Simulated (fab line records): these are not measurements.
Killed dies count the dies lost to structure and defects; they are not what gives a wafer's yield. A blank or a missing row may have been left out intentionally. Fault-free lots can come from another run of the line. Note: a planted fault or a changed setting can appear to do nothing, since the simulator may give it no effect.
Which tool did it? | flow nand_harc | Sampling: 12 lots, 35 wafers, 5 of 1302 route steps

== WHAT THE GAUGES READ, wafer by wafer ==
NHARC_A_SGD_CUT_INSPECT_11. Usual: raw_defect_count at 53, with a standard deviation of 26.
lot  | measured     | on                | raw_defect_count | flag
L878 | day 20 00:53 | defect_inspect-01 | 73 60 53         |
L879 | day 20 01:21 | defect_inspect-02 | 22 15 20         |
L880 | day 20 12:29 | defect_inspect-02 | 20 14 14         |
L881 | day 20 12:39 | defect_inspect-01 | 105 89 102       |
L884 | day 22 03:25 | defect_inspect-01 | 53 51 51         |
L888 | day 24 00:55 | defect_inspect-02 | 91 86 77         |
L890 | day 25 03:49 | defect_inspect-01 | 62 69            |
L892 | day 25 13:31 | defect_inspect-01 | 59 53 62         |
L896 | day 27 08:25 | defect_inspect-02 | 55 57 61         |
L895 | day 27 08:36 | defect_inspect-01 | 26 29 23         |
L899 | day 28 03:26 | defect_inspect-01 | 50 47 60         |
L900 | day 28 18:35 | defect_inspect-01 | 5 3 2            |

NHARC_END_SORT_01. Usual: killed_at_array 55, standard deviation 20; killed_at_other 1.2, standard deviation 1.3; killed_at_periphery 4.0, standard deviation 3; killed_dies 60, standard deviation 21; killed_open 3.2, standard deviation 1.9; killed_short 2.5, standard deviation 1.6.
lot  | measured     | on        | killed_at_array | killed_at_other | killed_at_periphery | killed_dies | killed_open | killed_short | flag
L890 | day 30 05:29 | prober-02 | 609 628         | 0 0             | 3 2                 | 612 630     | 7 3         | 2 3          | OFF

== EACH LOT AND THE TOOL THAT RAN IT (in order: tool; ch and the chambers of the sampled wafers; start) ==
lot  | NHARC_A_SGD_CUT_ETCH_58            | NHARC_A_SGD_CUT_ETCH_59                       | NHARC_A_SGD_CUT_ETCH_16
L878 | rie_diel-05 ch 0,1, day 20 01:02   | rie_diel-05 ch 0,3, day 20 01:32 or earlier   | rie_diel-05 ch 1,3, day 20 01:32
L879 | rie_diel-09 ch 1,2,3, day 20 01:30 | rie_diel-09 ch 0,2, day 20 01:59 or earlier   | rie_diel-09 ch 0,2,3, day 20 01:59
L880 | rie_diel-06 ch 0,2,3, day 20 12:40 | rie_diel-06 ch 0,2,3, day 20 13:13 or earlier | rie_diel-06 ch 0,1,2, day 20 13:13
L881 | rie_diel-05 ch 0,1,3, day 20 12:48 | rie_diel-05 ch 1,2,3, day 20 13:17 or earlier | rie_diel-05 ch 0,1,2, day 20 13:17
L884 | rie_diel-09 ch 1,2, day 22 03:34   | rie_diel-09 ch 0,1, day 22 04:04 or earlier   | rie_diel-09 ch 0,3, day 22 04:04
L888 | rie_diel-05 ch 0,1,3, day 24 01:11 | rie_diel-05 ch 1,3, day 24 01:43 or earlier   | rie_diel-05 ch 0,2,3, day 24 01:43
L890 | rie_diel-09 ch 0,1, day 25 03:58   | rie_diel-09 ch 1,3, day 25 04:28 or earlier   | rie_diel-09 ch 1,2, day 25 04:28
L892 | rie_diel-06 ch 0,3, day 25 13:40   | rie_diel-06 ch 0,1,2, day 25 14:09 or earlier | rie_diel-06 ch 0,2,3, day 25 14:09
L896 | rie_diel-05 ch 1,2, day 27 08:34   | rie_diel-05 ch 0,3, day 27 09:04 or earlier   | rie_diel-05 ch 0,2, day 27 09:04
L895 | rie_diel-06 ch 0,1,2, day 27 08:46 | rie_diel-06 ch 0,1, day 27 09:14 or earlier   | rie_diel-06 ch 0,3, day 27 09:14
L899 | rie_diel-06 ch 0,2,3, day 28 03:35 | rie_diel-06 ch 0,1,2, day 28 04:04 or earlier | rie_diel-06 ch 1,3, day 28 04:04
L900 | rie_diel-09 ch 0,3, day 28 18:44   | rie_diel-09 ch 0,1,2, day 28 19:14 or earlier | rie_diel-09 ch 0,1, day 28 19:14
- NHARC_A_SGD_CUT_ETCH_58: etches the open film in CF4, target depth 39 nm, time 65 s.
- NHARC_A_SGD_CUT_ETCH_59: etches the open film in N2/H2, target depth 260 nm, time 406.25 s.
- NHARC_A_SGD_CUT_ETCH_16: etches the open film in C4F8/O2/Ar, target depth 310.5 nm, time 155.2 s.

== AS READ BY THE TOOLS THEMSELVES (means over the sampled wafers that have a number; for cases with no such wafer, the mark the record gives instead) ==
NHARC_A_SGD_CUT_ETCH_58. Usual: drypump_motor_current_A 5.7 A, standard deviation 0.49; oes_product_au 1.000 a.u., standard deviation 0.012; rf_vpp_V 150.9 V, standard deviation 1; showerhead_plenum_p_Torr 1.74 Torr, standard deviation 0.069; throttle_valve_pct 13.285 %, standard deviation 0.0098.
lot  | tool        | drypump_motor_current_A (A) | oes_product_au (a.u.) | rf_vpp_V (V) | showerhead_plenum_p_Torr (Torr) | throttle_valve_pct (%) | flag
L878 | rie_diel-05 | 5.7                         | 1.009                 | 150.5        | 1.69                            | 13.274                 |
L879 | rie_diel-09 | 5.3                         | 0.998                 | 150.2        | 1.73                            | 13.292                 |
L880 | rie_diel-06 | 6.1                         | 0.989                 | 151.1        | 1.77                            | 13.297                 |
L881 | rie_diel-05 | 5.7                         | 1.014                 | 151.1        | 1.74                            | 13.282                 |
L884 | rie_diel-09 | 5.1                         | 1.004                 | 150.6        | 1.76                            | 13.287                 |
L888 | rie_diel-05 | 5.7                         | 1.006                 | 151.4        | 1.74                            | 13.285                 |
L890 | rie_diel-09 | 5.5                         | 1.006                 | 150.2        | 1.71                            | 13.277                 |
L892 | rie_diel-06 | 5.8                         | 1.004                 | 151.2        | 1.81                            | 13.287                 |
L896 | rie_diel-05 | 5.4                         | 1.000                 | 150.7        | 1.68                            | 13.282                 |
L895 | rie_diel-06 | 6.0                         | 0.995                 | 151.3        | 1.78                            | 13.289                 |
L899 | rie_diel-06 | 6.1                         | 0.995                 | 151.4        | 1.77                            | 13.292                 |
L900 | rie_diel-09 | 5.9                         | 1.008                 | 149.9        | 1.66                            | 13.283                 |

NHARC_A_SGD_CUT_ETCH_59. Usual: drypump_motor_current_A 5.7 A, standard deviation 0.46; oes_product_au 0.999 a.u., standard deviation 0.013; rf_vpp_V 429.7 V, standard deviation 2.6; showerhead_plenum_p_Torr 2.01 Torr, standard deviation 0.091; throttle_valve_pct 14.172 %, standard deviation 0.0097.
lot  | tool        | drypump_motor_current_A (A) | oes_product_au (a.u.) | rf_vpp_V (V) | showerhead_plenum_p_Torr (Torr) | throttle_valve_pct (%) | flag
L878 | rie_diel-05 | 5.7                         | 1.002                 | 430.8        | 2.07                            | 14.169                 |
L879 | rie_diel-09 | 5.7                         | 1.012                 | 429.0        | 1.95                            | 14.177                 |
L880 | rie_diel-06 | 6.1                         | 0.979                 | 430.2        | 2.05                            | 14.177                 |
L881 | rie_diel-05 | 5.7                         | 1.012                 | 429.5        | 2.00                            | 14.170                 |
L884 | rie_diel-09 | 5.7                         | 1.002                 | 427.3        | 1.95                            | 14.181                 |
L888 | rie_diel-05 | 6.0                         | 1.004                 | 432.0        | 2.07                            | 14.178                 |
L890 | rie_diel-09 | 5.4                         | 0.998                 | 428.2        | 1.96                            | 14.182                 |
L892 | rie_diel-06 | 6.0                         | 0.993                 | 431.5        | 2.06                            | 14.168                 |
L896 | rie_diel-05 | 5.3                         | 1.007                 | 429.1        | 1.99                            | 14.171                 |
L895 | rie_diel-06 | 5.6                         | 0.993                 | 431.3        | 2.08                            | 14.178                 |
L899 | rie_diel-06 | 6.0                         | 0.988                 | 431.5        | 2.06                            | 14.179                 |
L900 | rie_diel-09 | 5.4                         | 1.007                 | 429.5        | 1.98                            | 14.181                 |

NHARC_A_SGD_CUT_ETCH_16. Usual: oes_product_au 0.968 a.u., standard deviation 0.017; rf_vpp_V 722 V, standard deviation 4.4.
lot  | tool        | oes_product_au (a.u.) | rf_vpp_V (V) | flag
L878 | rie_diel-05 | 0.996                 | 722          |
L879 | rie_diel-09 | 0.980                 | 720          |
L880 | rie_diel-06 | 0.949                 | 724          |
L881 | rie_diel-05 | 0.977                 | 718          |
L884 | rie_diel-09 | 0.979                 | 717          |
L888 | rie_diel-05 | 0.960                 | 721          |
L890 | rie_diel-09 | 0.883                 | 722          | OFF
L892 | rie_diel-06 | 0.967                 | 724          |
L896 | rie_diel-05 | 0.990                 | 717          |
L895 | rie_diel-06 | 0.968                 | 724          |
L899 | rie_diel-06 | 0.956                 | 728          |
L900 | rie_diel-09 | 0.980                 | 718          |

== THE ANSWER, worked out from the rows above alone ==
Rule: take the mean of a lot's wafers that have a number; if it is more than 3 standard deviations from the usual mean, the lot is off. Also off: a lot with no number at a reading for which 4 or more lots have one. The other lots that the step has rows for count as sound. Order of review: gauges by route order, followed by the tools' own readings, for which a lot's mean as printed above is used. The first step at which some lot is off is used, and at that step the reading that is off furthest; a lot without a number counts as furthest.
Off: L890, at NHARC_END_SORT_01 (killed_at_array). Neither off nor sound, because the step has no rows for them: L878, L879, L880, L881, L884, L888, L892, L896, L895, L899, L900.
If a tool, at a process step before that reading, ran all the lots that are off and no sound lot after the first of them, it fits. Not tried: the gauges at NHARC_END_SORT_01; whatever is off there is also off at NHARC_A_SGD_CUT_ETCH_16, on other tools, and gauge error can't account for it. NHARC_A_SGD_CUT_ETCH_59: start missing for some lots; hours and lot order therefore follow NHARC_A_SGD_CUT_ETCH_16. One candidate fits, namely rie_diel-09 at NHARC_A_SGD_CUT_ETCH_58 and NHARC_A_SGD_CUT_ETCH_59 and NHARC_A_SGD_CUT_ETCH_16. It ran no sound lot before its first lot that is off in this sample, so the start can't be narrowed down.

== WHAT THE SIMULATOR PUT IN ==
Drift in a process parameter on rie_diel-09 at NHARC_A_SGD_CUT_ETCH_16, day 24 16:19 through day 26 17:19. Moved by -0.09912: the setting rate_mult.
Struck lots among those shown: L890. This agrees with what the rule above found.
